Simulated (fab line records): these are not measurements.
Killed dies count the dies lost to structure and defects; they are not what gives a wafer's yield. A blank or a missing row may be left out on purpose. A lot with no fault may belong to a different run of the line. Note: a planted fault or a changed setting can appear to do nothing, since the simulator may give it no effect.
fab line records	flow nandHarc
record lots=24	wafers=72	lastDay=33
route steps=1302 shown A_ONON_D1@439 A_CHANNEL_HOLE_D1@471 A_CHANNEL_FILL_D1@494 A_DECK1_JOINT@530 A_ONON_D2@554 A_CHANNEL_HOLE_D2@585
lots untouched by any fault: they come from a run of this same line in which no faults occurred
startH: start of the lot's first displayed wafer, in hours after the record's first day	waitH: time in hours since the lot's previous step	" the same as in the row above	L1.1+2: a single row standing in for several wafers	- value missing, or start not given	* or withheld: withheld	< > ~ a bound
route shown NAME@n: NAME is a module with steps in the file, n the number in the route of the first one	usual: the fault-free wafers' mean and standard deviation	same: alike in all rows	chamber/n: place in a boat	sites: the reading at each site	_std_site: standard deviation of those values	_edge_site: outer sites' mean less inner sites'	radiusMm: how far each site lies from the wafer's centre	mask NAME#n: copy n	behind: the last tool/chamber to shape the wafer	hold: what put the lot on hold/how long, in hours/how the hold closed	device: transistor that didn't switch, given as n, p or np	end of line: at the end of the route, the tests of the same wafers	where a step has no rows: the recipe by itself	killed: count of dies lost to structure and defects at first sort (not the wafer's yield)	map: a wafer's dies, x killed, . not, _ none there
set.NAME: the setting as run; set.NAME@STEP: as run at that earlier step	model.NAME: the simulator's own value behind a step, which no gauge read
one table for each step of the route and one row for each wafer, over a sample of lots
services: a tool's chamber out of use, with start hour (startH, from the record's first day; less than 0 if before it), hours out, and reason
## steps
# step NHARC_A_ONON_D1_THK_MEAS_21
# recipe thkMeasGauge=ellipsometry
# usual thkNm=999/11
lot.wafer	tool	chamber	startH	waitH	thkNm
L075.1	filmMetro-01	-	183.52	-	988
L075.2	"	-	"	"	989
L075.5	"	-	"	"	990
L074.1	filmMetro-01	-	183.52	-	1012
L074.4	"	-	"	"	1011
L074.6	"	-	"	"	1013
L076.1	filmMetro-01	-	201.09	-	999
L076.2	"	-	"	"	998
L076.3	"	-	"	"	997
L077.1	filmMetro-01	-	212.66	-	986
L077.2	"	-	"	"	986
L077.5	"	-	"	"	986
L078.2	filmMetro-02	-	212.67	-	988
L078.5	"	-	"	"	989
L078.6	"	-	"	"	989
L079.1	filmMetro-02	-	230.85	-	980
L079.5	"	-	"	"	980
L079.6	"	-	"	"	978
L081.2	filmMetro-02	-	240.84	-	994
L081.3	"	-	"	"	994
L081.6	"	-	"	"	995
L080.3	filmMetro-01	-	240.85	-	988
L080.4	"	-	"	"	988
L080.6	"	-	"	"	987
L082.1	filmMetro-02	-	255.46	-	1017
L082.2	"	-	"	"	1015
L082.6	"	-	"	"	1014
L083.1	filmMetro-02	-	268.72	-	1001
L083.2	"	-	"	"	1002
L083.6	"	-	"	"	1002
L084.3	filmMetro-01	-	283.14	-	1002
L084.4	"	-	"	"	1001
L084.5	"	-	"	"	1003
L085.2	filmMetro-01	-	288.81	-	1015
L085.4	"	-	"	"	1013
L085.6	"	-	"	"	1014
L086.3	filmMetro-02	-	288.81	-	1000
L086.4	"	-	"	"	1000
L086.6	"	-	"	"	1000
L087.1	filmMetro-02	-	314.97	-	1000
L087.3	"	-	"	"	1001
L087.4	"	-	"	"	999
L088.1	filmMetro-01	-	315.16	-	1007
L088.3	"	-	"	"	1008
L088.4	"	-	"	"	1007
L089.1	filmMetro-01	-	319.80	-	1016
L089.3	"	-	"	"	1017
L089.4	"	-	"	"	1019
L090.1	filmMetro-02	-	339.65	-	975
L090.3	"	-	"	"	976
L090.4	"	-	"	"	973
L091.3	filmMetro-01	-	343.50	-	998
L091.5	"	-	"	"	1000
L091.6	"	-	"	"	999
L093.1	filmMetro-02	-	368.42	-	1002
L093.4	"	-	"	"	1003
L093.6	"	-	"	"	1001
L092.1	filmMetro-01	-	368.54	-	1011
L092.2	"	-	"	"	1013
L092.5	"	-	"	"	1013
L094.1	filmMetro-02	-	368.77	-	991
L094.2	"	-	"	"	988
L094.5	"	-	"	"	991
L096.2	filmMetro-02	-	390.39	-	1006
L096.3	"	-	"	"	1005
L096.4	"	-	"	"	1004
L095.1	filmMetro-01	-	390.40	-	1011
L095.4	"	-	"	"	1013
L095.5	"	-	"	"	1010
L097.1	filmMetro-02	-	396.82	-	994
L097.3	"	-	"	"	994
L097.6	"	-	"	"	992
# step NHARC_A_CHANNEL_HOLE_D1_ETCH_19
# recipe biasV=1200	sourceW=2500	pressureMtorr=15	timeS=34.5	arFlowSccm=375	c4f8FlowSccm=28.8	o2FlowSccm=96.2	tempC=-20	targetDepthA=*	chemistry=C4F8/O2/Ar
# usual drypumpMotorCurrentA=5.9/0.42	oesAirLineAu=1.002/0.019	showerheadPlenumPTorr=3.70/0.11	throttleValvePct=37.038/0.0095
lot.wafer	tool	chamber	startH	waitH	drypumpMotorCurrentA	oesAirLineAu	rfHoursCounterH	showerheadPlenumPTorr	throttleValvePct
L075.1	harEtch-02	0	192.05	1.2	6.6	0.992	294	3.50	37.040
L075.2	"	1	"	"	5.4	0.996	294	3.75	37.044
L075.5	"	1	"	"	5.3	0.966	-	3.75	37.031
L074.1	harEtch-01	1	192.10	0.6	6.0	1.000	92	3.77	37.043
L074.4	"	0	"	"	5.8	0.976	-	3.77	37.039
L074.6	"	0	"	"	5.8	1.006	-	3.77	37.047
L076.1	harEtch-01	1	210.80	0.1	6.0	1.036	99	3.77	37.048
L076.2	"	0	"	"	5.8	1.000	99	3.77	37.040
L076.3	"	1	"	"	6.0	1.028	-	3.77	37.045
L078.2	harEtch-01	0	219.02	0.1	5.9	0.996	103	3.77	37.044
L078.5	"	1	"	"	6.1	0.935	-	3.77	37.037
L078.6	"	0	"	"	5.8	0.999	-	3.77	37.028
L077.2	harEtch-02	1	219.17	0.1	5.3	0.989	309	3.74	37.036
L077.1	"	0	"	"	6.6	1.012	309	3.49	37.039
L077.5	"	1	"	"	5.3	0.985	-	3.74	37.045
L079.1	harEtch-01	0	239.32	2.2	5.9	1.000	119	3.76	37.033
L079.5	"	1	"	"	6.0	1.011	-	3.76	37.030
L079.6	"	0	"	"	5.9	0.992	-	3.76	37.047
L081.2	harEtch-01	0	247.15	0.1	5.8	0.993	123	3.75	37.029
L081.3	"	0	"	"	5.8	0.999	-	3.75	37.027
L081.6	"	1	"	"	6.0	1.020	-	3.75	37.036
L080.4	harEtch-02	1	247.35	0.1	5.3	0.991	-	3.74	37.030
L080.3	"	0	"	"	6.6	0.997	-	3.48	37.029
L080.6	"	0	"	"	6.6	1.013	-	3.48	37.043
L082.1	harEtch-01	0	261.80	0.1	5.9	1.023	127	3.75	37.037
L082.2	"	1	"	"	6.0	0.990	127	3.75	37.055
L082.6	"	1	"	"	6.0	1.025	-	3.75	37.029
L083.2	harEtch-01	0	275.15	0.1	5.9	1.000	134	3.75	37.005
L083.1	"	1	"	"	6.0	0.973	134	3.75	37.044
L083.6	"	0	"	"	5.8	1.019	-	3.75	37.029
L084.3	harEtch-01	1	292.09	2.5	6.0	0.966	-	3.74	37.049
L084.4	"	0	"	"	5.8	0.999	-	3.74	37.045
L084.5	"	1	"	"	6.0	0.991	-	3.74	37.036
L085.2	harEtch-01	0	296.22	1.2	5.8	0.979	153	3.74	37.034
L085.4	"	1	"	"	6.0	0.962	-	3.74	37.027
L085.6	"	0	"	"	5.8	0.996	-	3.74	37.052
L086.3	harEtch-02	1	297.79	2.6	5.3	0.975	-	3.72	37.041
L086.4	"	1	"	"	5.3	1.021	-	3.72	37.046
L086.6	"	1	"	"	5.3	0.998	-	3.72	37.051
L087.1	harEtch-02	1	323.23	1.5	5.4	0.993	362	3.71	37.055
L087.4	"	0	"	"	6.6	1.019	-	3.46	37.026
L087.3	"	1	"	"	5.4	1.008	-	3.71	37.041
L088.1	harEtch-02	0	327.40	3.9	6.6	0.981	358	3.46	37.032
L088.4	"	0	"	"	6.6	0.982	-	3.46	37.036
L088.3	"	1	"	"	5.3	1.039	-	3.71	37.039
L089.1	harEtch-02	1	331.59	1.1	5.3	1.005	370	3.71	37.045
L089.3	"	1	"	"	5.3	1.001	-	3.71	37.047
L089.4	"	0	"	"	6.7	1.007	-	3.46	37.049
L090.1	harEtch-01	1	345.96	0.1	6.1	1.006	184	3.72	37.018
L090.3	"	1	"	"	6.0	0.989	-	3.72	37.033
L090.4	"	0	"	"	5.8	0.981	-	3.72	37.033
L091.3	harEtch-02	1	349.77	0.1	5.3	1.011	-	3.70	37.030
L091.6	"	0	"	"	6.6	0.994	-	3.45	37.050
L091.5	"	1	"	"	5.3	1.039	-	3.70	37.032
L093.1	harEtch-01	1	376.58	0.1	6.0	1.009	199	3.71	37.038
L093.4	"	1	"	"	6.0	0.977	-	3.71	37.037
L093.6	"	0	"	"	5.8	1.004	-	3.71	37.028
L092.1	harEtch-01	1	380.80	3.0	6.0	0.987	203	3.71	37.040
L092.2	"	0	"	"	5.8	1.022	203	3.71	37.035
L092.5	"	0	"	"	5.8	1.025	-	3.71	37.042
L094.1	harEtch-01	1	384.93	6.1	6.0	0.999	207	3.71	37.050
L094.2	"	0	"	"	5.8	1.000	207	3.71	37.029
L094.5	"	0	"	"	5.8	0.973	-	3.71	37.048
L095.1	harEtch-02	1	398.70	0.1	5.3	1.001	0	3.69	37.036
L095.4	"	0	"	"	6.6	0.994	-	3.99	37.029
L095.5	"	1	"	"	5.3	0.981	-	3.69	37.046
L096.2	harEtch-01	0	399.40	0.1	5.8	1.011	215	3.70	37.054
L096.3	"	1	"	"	6.0	1.004	-	3.70	37.044
L096.4	"	0	"	"	5.8	1.019	-	3.70	37.040
L097.1	harEtch-02	1	410.80	7.5	5.3	1.008	11	3.68	37.024
L097.3	"	0	"	"	6.6	1.045	-	3.98	37.045
L097.6	"	1	"	"	5.3	0.999	-	3.68	37.024
# step NHARC_A_CHANNEL_FILL_D1_ALD_14
# recipe targetThkA=25	pulseTimeS=10	aldCycles=25	tempC=300	material=SiO2
# usual heaterPowerW=471/51	precursorPulseHeightRel=1.000/0.018
lot.wafer	tool	chamber	startH	waitH	heaterPowerW	precursorPulseHeightRel	sinceWetCleanH
L075.2	aldHk-04	0	205.23	0.2	395	0.983	119
L075.1	"	1	"	"	411	0.994	119
L075.5	"	2	"	"	462	0.999	-
L074.1	aldHk-04	2	205.60	0.6	483	0.980	120
L074.4	"	0	"	"	401	1.009	120
L074.6	"	2	"	"	465	1.026	-
L076.2	aldHk-01	3	226.41	2.7	503	1.007	95
L076.1	"	0	"	"	489	0.966	95
L076.3	"	2	"	"	475	1.001	96
L077.1	aldHk-04	3	233.53	0.0	422	1.001	148
L077.2	"	2	"	"	472	0.998	148
L077.5	"	0	"	"	401	0.998	-
L078.2	aldHk-03	0	233.64	0.2	426	1.021	10
L078.6	"	1	"	"	476	0.998	-
L078.5	"	2	"	"	561	1.008	-
L079.1	aldHk-04	3	252.26	0.1	423	1.044	166
L079.5	"	2	"	"	469	1.002	-
L079.6	"	3	"	"	425	1.005	-
L080.3	aldHk-03	0	260.12	0.1	428	1.001	37
L080.4	"	1	"	"	491	0.985	37
L080.6	"	3	"	"	562	0.989	-
L081.2	aldHk-03	3	260.26	0.3	556	1.033	37
L081.3	"	1	"	"	493	1.014	37
L081.6	"	3	"	"	542	0.992	-
L082.2	aldHk-01	2	274.72	0.0	472	1.016	144
L082.1	"	0	"	"	490	0.988	144
L082.6	"	3	"	"	488	1.012	-
L083.1	aldHk-04	0	288.08	0.0	408	0.998	24
L083.2	"	3	"	"	454	0.992	24
L083.6	"	0	"	"	399	1.009	-
L084.3	aldHk-04	2	305.00	0.1	474	0.999	41
L084.4	"	3	"	"	450	0.979	41
L084.5	"	1	"	"	413	1.033	-
L085.2	aldHk-04	1	309.31	0.2	424	0.997	45
L085.4	"	2	"	"	473	0.995	45
L085.6	"	1	"	"	431	1.014	-
L086.4	aldHk-04	0	315.84	0.1	406	0.969	52
L086.3	"	2	"	"	469	0.979	52
L086.6	"	3	"	"	460	0.977	-
L087.4	aldHk-03	3	336.08	0.0	568	1.023	113
L087.1	"	1	"	"	481	0.972	113
L087.3	"	2	"	"	548	1.024	113
L088.3	aldHk-03	0	340.98	0.7	422	0.982	118
L088.1	"	2	"	"	556	0.985	118
L088.4	"	3	"	"	560	1.022	118
L089.1	aldHk-03	2	345.92	0.0	561	0.996	123
L089.4	"	3	"	"	557	0.978	123
L089.3	"	0	"	"	430	1.011	123
L090.3	aldHk-01	0	358.89	0.0	471	1.004	50
L090.4	"	1	"	"	473	0.985	50
L090.1	"	3	"	"	544	0.972	50
L091.3	aldHk-04	2	362.83	0.2	469	0.969	99
L091.5	"	3	"	"	450	0.985	-
L091.6	"	0	"	"	409	0.995	-
L093.4	aldHk-03	2	389.63	0.1	552	1.009	166
L093.1	"	0	"	"	421	1.022	166
L093.6	"	2	"	"	558	0.986	-
L092.2	aldHk-04	2	393.73	0.1	471	1.008	130
L092.1	"	0	"	"	414	1.031	130
L092.5	"	2	"	"	466	0.969	-
L094.2	aldHk-04	2	401.68	3.9	462	1.008	138
L094.1	"	0	"	"	420	0.982	138
L094.5	"	3	"	"	467	1.006	-
L096.4	aldHk-01	0	411.58	0.0	473	0.977	103
L096.2	"	2	"	"	471	1.004	103
L096.3	"	3	"	"	537	0.998	103
L095.4	aldHk-03	2	411.62	0.1	580	1.022	10
L095.1	"	0	"	"	441	0.986	10
L095.5	"	2	"	"	571	1.015	-
L097.3	aldHk-01	0	423.78	0.1	480	0.975	115
L097.1	"	1	"	"	474	1.007	115
L097.6	"	2	"	"	473	0.998	-
# step NHARC_A_DECK1_JOINT_ETCHBACK_00
# recipe targetDepthA=300	timeS=17.4	hbrFlowSccm=150	rfW=350	icpW=350	biasW=60	chemistry=HBr
# usual drypumpMotorCurrentA=5.6/0.38	oesProductAu=1.001/0.012	throttleValvePct=23.265/0.0093
lot.wafer	tool	chamber	startH	waitH	drypumpMotorCurrentA	oesProductAu	rfHoursCounterH	throttleValvePct
L074.1	rieSi-04	1	260.64	0.1	5.4	1.000	0.66	23.265
L074.4	"	2	"	"	5.3	0.991	0.58	23.282
L074.6	"	0	"	"	6.3	0.976	-	23.270
L075.2	rieSi-05	2	260.72	0.1	5.9	0.996	0.78	23.265
L075.1	"	1	"	"	5.6	0.992	0.73	23.270
L075.5	"	3	"	"	5.2	0.992	-	23.273
L076.2	rieSi-04	2	278.57	0.1	5.3	0.991	0.70	23.277
L076.1	"	3	"	"	5.6	1.005	0.62	23.271
L076.3	"	1	"	"	5.4	0.996	0.80	23.254
L078.2	rieSi-05	2	285.62	0.1	5.8	1.031	0.97	23.269
L078.6	"	0	"	"	5.6	1.022	-	23.255
L078.5	"	1	"	"	5.6	1.005	-	23.240
L077.1	rieSi-03	0	285.76	0.1	5.7	0.985	0.27	23.261
L077.2	"	2	"	"	6.0	0.974	0.36	23.283
L077.5	"	0	"	"	5.7	0.991	-	23.261
L079.1	rieSi-03	1	306.58	0.1	5.3	0.989	0.37	23.274
L079.5	"	2	"	"	6.0	0.988	-	23.264
L079.6	"	3	"	"	5.0	0.999	-	23.255
L080.4	rieSi-04	0	311.73	0.1	6.3	0.999	0.86	23.256
L080.3	"	2	"	"	5.3	0.987	0.99	23.250
L080.6	"	1	"	"	5.4	0.993	-	23.262
L081.3	rieSi-03	2	311.76	0.1	6.0	0.993	0.56	23.265
L081.2	"	0	"	"	5.7	0.997	0.42	23.246
L081.6	"	2	"	"	6.0	0.983	-	23.272
L082.1	rieSi-05	1	327.68	0.1	5.6	1.005	0.04	23.264
L082.2	"	3	"	"	5.2	1.035	0.08	23.269
L082.6	"	0	"	"	5.6	0.998	-	23.251
L083.1	rieSi-04	3	340.22	0.1	5.6	1.019	1.10	23.252
L083.2	"	2	"	"	5.3	0.994	1.23	23.272
L083.6	"	0	"	"	6.3	0.991	-	23.279
L084.3	rieSi-03	3	358.53	0.1	5.0	0.989	0.94	23.266
L084.4	"	2	"	"	6.0	0.983	0.90	23.272
L084.5	"	0	"	"	5.7	0.994	-	23.274
L085.4	rieSi-03	3	362.86	0.1	5.0	0.988	0.98	23.271
L085.2	"	2	"	"	6.0	0.980	0.92	23.255
L085.6	"	3	"	"	5.0	0.988	-	23.264
L086.4	rieSi-04	1	369.77	0.1	5.5	1.014	0.13	23.280
L086.3	"	2	"	"	5.3	1.002	0.11	23.269
L086.6	"	1	"	"	5.4	1.002	-	23.278
L087.1	rieSi-05	3	392.24	0.1	5.2	1.029	0.52	23.260
L087.3	"	0	"	"	5.6	1.001	0.42	23.267
L087.4	"	1	"	"	5.6	1.007	0.41	23.252
L088.1	rieSi-05	0	397.54	0.1	5.6	0.982	0.44	23.271
L088.3	"	1	"	"	5.6	1.001	0.43	23.272
L088.4	"	3	"	"	5.2	1.016	0.55	23.281
L089.3	rieSi-04	3	397.57	0.1	5.6	1.010	0.30	23.285
L089.4	"	0	"	"	6.3	1.012	0.30	23.281
L089.1	"	1	"	"	5.4	1.006	0.28	23.260
L090.1	rieSi-04	2	411.74	0.1	5.3	1.000	0.32	23.282
L090.4	"	0	"	"	6.3	1.006	0.38	23.266
L090.3	"	1	"	"	5.4	1.011	0.32	23.293
L091.3	rieSi-03	2	416.77	0.1	6.0	1.000	0.03	23.278
L091.6	"	2	"	"	6.0	0.993	-	23.267
L091.5	"	3	"	"	5.0	0.991	-	23.255
L093.1	rieSi-04	1	442.04	0.1	5.4	1.008	0.43	23.271
L093.4	"	2	"	"	5.3	1.003	0.47	23.242
L093.6	"	0	"	"	6.3	0.991	-	23.268
L092.1	rieSi-05	0	448.29	0.1	5.7	0.997	0.93	23.265
L092.2	"	3	"	"	5.2	1.016	0.97	23.265
L092.5	"	0	"	"	5.6	1.000	-	23.266
L094.1	rieSi-03	3	454.21	0.1	5.0	1.015	0.24	23.262
L094.2	"	2	"	"	6.0	0.995	0.22	23.249
L094.5	"	0	"	"	5.7	1.034	-	23.263
L096.4	rieSi-04	3	463.04	0.1	5.6	1.002	0.78	23.274
L096.2	"	1	"	"	5.4	1.014	0.54	23.245
L096.3	"	2	"	"	5.3	0.992	0.57	23.276
L095.1	rieSi-04	2	466.74	0.1	5.3	0.988	0.59	23.264
L095.4	"	3	"	"	5.6	1.006	0.81	23.276
L095.5	"	1	"	"	5.4	1.011	-	23.261
L097.3	rieSi-04	2	475.44	0.1	5.3	0.993	0.63	23.270
L097.1	"	3	"	"	5.6	1.009	0.83	23.256
L097.6	"	3	"	"	5.6	1.008	-	23.258
# step NHARC_A_ONON_D2_THK_MEAS_14
# recipe thkMeasGauge=ellipsometry
# usual thkNm=999/9.5
lot.wafer	tool	chamber	startH	waitH	thkNm
L074.1	filmMetro-02	-	284.82	-	1013
L074.4	"	-	"	"	1011
L074.6	"	-	"	"	1010
L075.1	filmMetro-01	-	284.85	-	1000
L075.2	"	-	"	"	1001
L075.5	"	-	"	"	999
L076.1	filmMetro-01	-	308.07	-	1010
L076.2	"	-	"	"	1011
L076.3	"	-	"	"	1008
L077.1	filmMetro-02	-	314.67	-	984
L077.2	"	-	"	"	983
L077.5	"	-	"	"	985
L078.2	filmMetro-01	-	314.81	-	998
L078.5	"	-	"	"	1000
L078.6	"	-	"	"	1000
L079.1	filmMetro-01	-	338.13	-	1004
L079.5	"	-	"	"	1004
L079.6	"	-	"	"	1004
L081.2	filmMetro-02	-	338.29	-	1006
L081.3	"	-	"	"	1003
L081.6	"	-	"	"	1004
L080.3	filmMetro-02	-	338.45	-	984
L080.4	"	-	"	"	986
L080.6	"	-	"	"	985
L082.1	filmMetro-01	-	353.65	-	997
L082.2	"	-	"	"	994
L082.6	"	-	"	"	998
L083.1	filmMetro-02	-	368.49	-	993
L083.2	"	-	"	"	992
L083.6	"	-	"	"	991
L085.2	filmMetro-01	-	386.25	-	990
L085.4	"	-	"	"	989
L085.6	"	-	"	"	989
L084.3	filmMetro-01	-	386.27	-	1017
L084.4	"	-	"	"	1017
L084.5	"	-	"	"	1019
L086.3	filmMetro-01	-	394.56	-	995
L086.4	"	-	"	"	995
L086.6	"	-	"	"	994
L088.1	filmMetro-02	-	421.29	-	985
L088.3	"	-	"	"	985
L088.4	"	-	"	"	988
L087.1	filmMetro-01	-	421.43	-	1009
L087.3	"	-	"	"	1008
L087.4	"	-	"	"	1008
L089.1	filmMetro-01	-	421.65	-	994
L089.3	"	-	"	"	992
L089.4	"	-	"	"	994
L090.1	filmMetro-01	-	438.15	-	997
L090.3	"	-	"	"	997
L090.4	"	-	"	"	994
L091.3	filmMetro-01	-	443.76	-	1013
L091.5	"	-	"	"	1014
L091.6	"	-	"	"	1014
L093.1	filmMetro-01	-	465.94	-	1002
L093.4	"	-	"	"	1001
L093.6	"	-	"	"	999
L092.1	filmMetro-01	-	471.57	-	1005
L092.2	"	-	"	"	1004
L092.5	"	-	"	"	1003
L094.1	filmMetro-01	-	480.14	-	1009
L094.2	"	-	"	"	1007
L094.5	"	-	"	"	1006
L096.2	filmMetro-02	-	490.12	-	997
L096.3	"	-	"	"	997
L096.4	"	-	"	"	997
L095.1	filmMetro-02	-	500.59	-	995
L095.4	"	-	"	"	994
L095.5	"	-	"	"	993
L097.1	filmMetro-02	-	501.89	-	984
L097.3	"	-	"	"	982
L097.6	"	-	"	"	983
# step NHARC_A_CHANNEL_HOLE_D2_DESCUM_15
# recipe timeS=3	o2FlowSccm=200	arFlowSccm=0	biasPowerW=0	chemistry=O2
# usual drypumpMotorCurrentA=5.9/0.39	oesProductAu=1.000/0.015	rfVppV=57.6/0.89	showerheadPlenumPTorr=1.89/0.08	throttleValvePct=11.312/0.009
lot.wafer	tool	chamber	startH	waitH	drypumpMotorCurrentA	oesProductAu	rfHoursCounterH	rfVppV	showerheadPlenumPTorr	throttleValvePct
L074.4	rieDiel-08	3	297.90	0.1	5.8	1.025	3.3	58.8	2.02	11.318
L074.1	"	0	"	"	5.6	1.012	4.0	58.3	1.91	11.299
L074.6	"	1	"	"	5.3	1.003	-	56.3	1.83	11.315
L075.1	rieDiel-09	0	298.06	0.1	5.9	0.999	8.2	55.8	1.82	11.323
L075.2	"	1	"	"	6.3	1.005	9.1	57.3	1.97	11.326
L075.5	"	2	"	"	5.8	1.012	-	58.1	1.82	11.310
L076.2	rieDiel-08	0	327.68	0.1	5.6	1.016	5.0	58.6	1.91	11.314
L076.1	"	2	"	"	6.0	0.960	3.6	58.2	1.92	11.314
L076.3	"	3	"	"	5.8	1.024	4.2	58.8	2.02	11.304
L078.2	rieDiel-09	1	336.86	0.1	6.3	1.009	1.1	57.1	1.97	11.306
L078.6	"	1	"	"	6.3	1.010	-	57.9	1.97	11.320
L078.5	"	2	"	"	5.8	1.002	-	57.8	1.82	11.308
L077.1	rieDiel-08	0	337.04	0.1	5.5	1.023	5.5	56.5	1.91	11.307
L077.2	"	1	"	"	5.3	0.993	5.2	58.0	1.83	11.314
L077.5	"	3	"	"	5.8	1.029	-	59.5	2.02	11.308
L079.1	rieDiel-08	1	351.91	0.1	5.3	0.986	6.0	58.1	1.83	11.300
L079.6	"	3	"	"	5.9	1.034	-	58.0	2.02	11.317
L079.5	"	0	"	"	5.5	1.016	-	57.2	1.91	11.311
L081.2	rieDiel-09	3	352.05	0.1	6.2	0.988	1.5	56.3	1.78	11.300
L081.3	"	2	"	"	5.8	1.006	2.0	57.0	1.82	11.301
L081.6	"	0	"	"	5.9	0.988	-	55.7	1.81	11.306
L080.4	rieDiel-09	3	352.54	0.1	6.2	0.996	1.7	56.3	1.78	11.316
L080.3	"	1	"	"	6.3	0.997	2.1	58.4	1.97	11.309
L080.6	"	2	"	"	5.8	1.011	-	57.9	1.82	11.312
L082.1	rieDiel-09	2	370.25	0.1	5.8	1.013	3.6	57.5	1.82	11.323
L082.2	"	3	"	"	6.1	1.002	3.5	58.3	1.78	11.334
L082.6	"	1	"	"	6.3	0.999	-	57.5	1.97	11.302
L083.2	rieDiel-05	3	387.13	0.1	6.4	1.007	6.1	58.3	1.85	11.304
L083.1	"	1	"	"	5.2	0.980	5.9	58.1	2.01	11.321
L083.6	"	1	"	"	5.2	0.975	-	58.7	2.01	11.316
L084.4	rieDiel-05	3	399.79	0.1	6.4	1.010	7.0	55.6	1.85	11.303
L084.3	"	1	"	"	5.3	0.978	6.8	58.4	2.01	11.323
L084.5	"	3	"	"	6.4	1.010	-	57.1	1.85	11.298
L085.2	rieDiel-05	1	401.69	0.1	5.2	0.985	7.3	56.0	2.01	11.300
L085.4	"	0	"	"	6.5	0.997	6.8	56.5	1.83	11.287
L085.6	"	1	"	"	5.2	0.990	-	58.4	2.01	11.302
L086.3	rieDiel-09	1	407.76	0.1	6.3	0.997	6.0	57.0	1.97	11.308
L086.4	"	3	"	"	6.1	1.009	5.3	58.4	1.78	11.301
L086.6	"	2	"	"	5.8	1.004	-	57.9	1.82	11.315
L088.4	rieDiel-08	1	434.41	0.1	5.3	0.985	2.0	56.7	1.83	11.304
L088.3	"	2	"	"	6.0	1.002	2.3	57.4	1.91	11.322
L088.1	"	3	"	"	5.9	1.012	2.7	56.9	2.01	11.306
L087.3	rieDiel-05	2	434.57	0.1	5.8	1.000	0.5	57.8	1.97	11.297
L087.1	"	0	"	"	6.5	1.035	0.3	57.2	1.83	11.323
L087.4	"	1	"	"	5.2	1.010	0.4	58.5	2.01	11.329
L089.3	rieDiel-08	1	436.25	0.1	5.3	0.981	2.6	58.2	1.83	11.309
L089.1	"	2	"	"	5.9	1.003	3.0	56.4	1.91	11.300
L089.4	"	3	"	"	5.9	1.004	3.2	58.5	2.01	11.310
L090.4	rieDiel-08	0	451.61	0.1	5.6	0.990	3.4	58.4	1.91	11.301
L090.3	"	1	"	"	5.3	0.985	3.6	56.6	1.83	11.327
L090.1	"	2	"	"	6.0	1.000	4.0	57.5	1.91	11.304
L091.3	rieDiel-05	3	457.43	0.1	6.4	0.986	2.2	56.9	1.85	11.314
L091.6	"	0	"	"	6.5	1.013	-	57.3	1.83	11.317
L091.5	"	1	"	"	5.2	1.015	-	58.1	2.01	11.318
L093.4	rieDiel-09	3	479.24	0.1	6.2	1.019	7.6	56.0	1.78	11.305
L093.1	"	1	"	"	6.4	0.988	9.1	59.1	1.97	11.317
L093.6	"	2	"	"	5.8	1.007	-	58.1	1.81	11.321
L092.2	rieDiel-09	1	485.53	0.1	6.3	0.990	9.7	59.0	1.97	11.302
L092.1	"	2	"	"	5.8	1.003	9.7	57.4	1.81	11.316
L092.5	"	0	"	"	5.9	0.990	-	56.0	1.81	11.314
L094.2	rieDiel-05	0	499.66	0.1	6.5	1.010	4.8	56.3	1.83	11.316
L094.1	"	2	"	"	5.8	1.000	4.6	57.7	1.97	11.312
L094.5	"	3	"	"	6.4	0.993	-	57.3	1.85	11.315
L096.4	rieDiel-05	1	508.30	0.1	5.2	1.019	5.2	56.7	2.01	11.314
L096.3	"	3	"	"	6.4	0.987	5.7	58.0	1.85	11.317
L096.2	"	0	"	"	6.5	1.015	5.7	56.8	1.83	11.297
L097.3	rieDiel-05	3	514.07	0.1	6.4	1.000	6.7	57.6	1.85	11.319
L097.1	"	1	"	"	5.2	1.035	6.8	58.7	2.01	11.314
L097.6	"	3	"	"	6.4	1.006	-	58.5	1.85	11.315
L095.4	rieDiel-09	3	515.96	0.1	6.2	1.009	1.1	56.6	1.78	11.292
L095.1	"	0	"	"	5.8	0.984	1.1	56.8	1.81	11.319
L095.5	"	3	"	"	6.2	1.016	-	58.2	1.78	11.331
## services
tool	chamber	startH	hours	kind
rieDiel-08	-	190.80	9.0	pm
rieSi-05	2	198.52	6.1	repair
aldHk-03	-	210.74	0.6	repair
aldHk-03	-	213.46	10.0	pm
rieSi-03	-	221.00	9.0	pm
rieDiel-05	-	229.60	9.0	pm
harEtch-02	-	235.90	7.0	repair
rieSi-03	-	248.23	0.6	repair
aldHk-04	-	254.00	10.0	pm
rieDiel-09	-	320.10	9.0	pm
rieDiel-09	-	334.83	0.2	repair
rieSi-04	-	342.00	9.0	pm
rieDiel-08	-	367.80	9.0	pm
harEtch-02	-	380.78	17.0	pm
rieDiel-05	0	383.73	15.6	repair
aldHk-03	-	391.46	10.0	pm
rieSi-03	-	398.00	9.0	pm
rieSi-04	-	403.34	5.2	repair
rieDiel-05	-	406.60	9.0	pm
rieDiel-05	-	422.71	0.1	repair
rieSi-03	2	438.17	10.8	repair
rieDiel-09	3	446.91	19.0	repair
harEtch-01	-	467.94	3.5	repair
rieDiel-09	-	497.10	9.0	pm
## key
fault none
